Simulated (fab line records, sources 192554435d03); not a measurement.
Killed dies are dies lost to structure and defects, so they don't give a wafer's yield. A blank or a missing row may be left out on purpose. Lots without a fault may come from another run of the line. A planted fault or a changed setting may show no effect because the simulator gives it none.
Chamber matching | flow n5_finfet | N5_BEOL_M4_ILD_DEP_00 on pecvd-03: 3 sister chambers
The step deposits SiOC from DEMS/O2, target thk 79 nm, time 15.3 s. 30 wafers are shown with their chamber, then 12 later ones without.

WAFERS WITH THEIR CHAMBER
wafer  | chamber | showerhead_vpp_V (V) | heater_power_w (W) | throttle_valve_pct (%)
L074.4 | 0       | 1519                 | 419                | 11.0
L074.5 | 2       | 1363                 | 606                | 11.1
L074.6 | 1       | 1456                 | 453                | 12.2
L075.2 | 2       | 1351                 | 700                | 11.4
L075.4 | 0       | 1531                 | 334                | 11.1
L075.6 | 2       | 1358                 | 691                | 11.2
L077.1 | 0       | 1496                 | 429                | 11.2
L077.2 | 1       | 1447                 | 439                | 12.0
L077.5 | 2       | 1341                 | 691                | 11.2
L076.2 | 1       | 1463                 | 414                | 12.2
L076.3 | 0       | 1514                 | 373                | 11.4
L076.5 | 0       | 1544                 | 385                | 11.3
L079.3 | 2       | 1357                 | 579                | 11.2
L079.4 | 2       | 1348                 | 582                | 11.1
L079.5 | 1       | 1447                 | 387                | 12.5
L080.2 | 0       | 1556                 | 340                | 11.1
L080.5 | 2       | 1361                 | 647                | 11.3
L080.6 | 0       | 1536                 | 354                | 11.1
L082.1 | 2       | 1376                 | 656                | 11.2
L082.3 | 1       | 1470                 | 428                | 12.3
L082.5 | 2       | 1367                 | 656                | 11.3
L085.1 | 0       | 1533                 | 411                | 11.0
L085.2 | 2       | 1348                 | 697                | 11.5
L085.6 | 1       | 1471                 | 411                | 12.1
L083.1 | 0       | 1526                 | 379                | 11.4
L083.3 | 1       | 1444                 | 439                | 12.5
L083.4 | 0       | 1518                 | 381                | 11.3
L084.2 | 1       | 1469                 | 389                | 12.1
L084.4 | 1       | 1459                 | 393                | 12.1
L084.6 | 0       | 1550                 | 425                | 11.2

SIGNATURES (means of the wafers above)
reading            | chamber 0 | chamber 1 | chamber 2 | scatter within a chamber
showerhead_vpp_V   | 1529.36   | 1458.44   | 1357.00   | 13.4
heater_power_w     | 384.55    | 417.00    | 650.50    | 36.3
throttle_valve_pct | 11.191    | 12.222    | 11.250    | 0.15
Rule: a wafer's distance from a chamber is the root of the sum, over the readings, of the square of ((its reading less the chamber's mean) divided by the reading's scatter). The wafer belongs to the nearest chamber; if the next one is less than 2 further off, it can't be placed. The scatter: the root of (the sum of the squares of (reading less its chamber's mean) over the shown wafers, divided by (wafers less chambers)).

WAFERS WITHOUT THEIR CHAMBER
wafer  | showerhead_vpp_V (V) | heater_power_w (W) | throttle_valve_pct (%)
L087.3 | 1440                 | 447                | 12.3
L087.4 | 1350                 | 580                | 10.9
L087.5 | 1438                 | 430                | 12.4
L086.3 | 1455                 | 431                | 12.4
L086.4 | 1457                 | 440                | 12.6
L086.5 | 1371                 | 581                | 11.3
L088.2 | 1339                 | 620                | 11.2
L088.4 | 1445                 | 399                | 12.4
L088.5 | 1343                 | 641                | 11.2
L091.1 | 1535                 | 410                | 11.1
L091.2 | 1441                 | 392                | 12.7
L091.3 | 1355                 | 668                | 11.4

WHICH CHAMBER EACH WENT THROUGH
wafer  | from the rows above | in truth
L087.3 | 1                   | 1
L087.4 | 2                   | 2
L087.5 | 1                   | 1
L086.3 | 1                   | 1
L086.4 | 1                   | 1
L086.5 | 2                   | 2
L088.2 | 2                   | 2
L088.4 | 1                   | 1
L088.5 | 2                   | 2
L091.1 | 0                   | 0
L091.2 | 1                   | 1
L091.3 | 2                   | 2
Placed correctly: 12 of 12. Can't be placed from these rows: 0. Placed wrongly: 0.
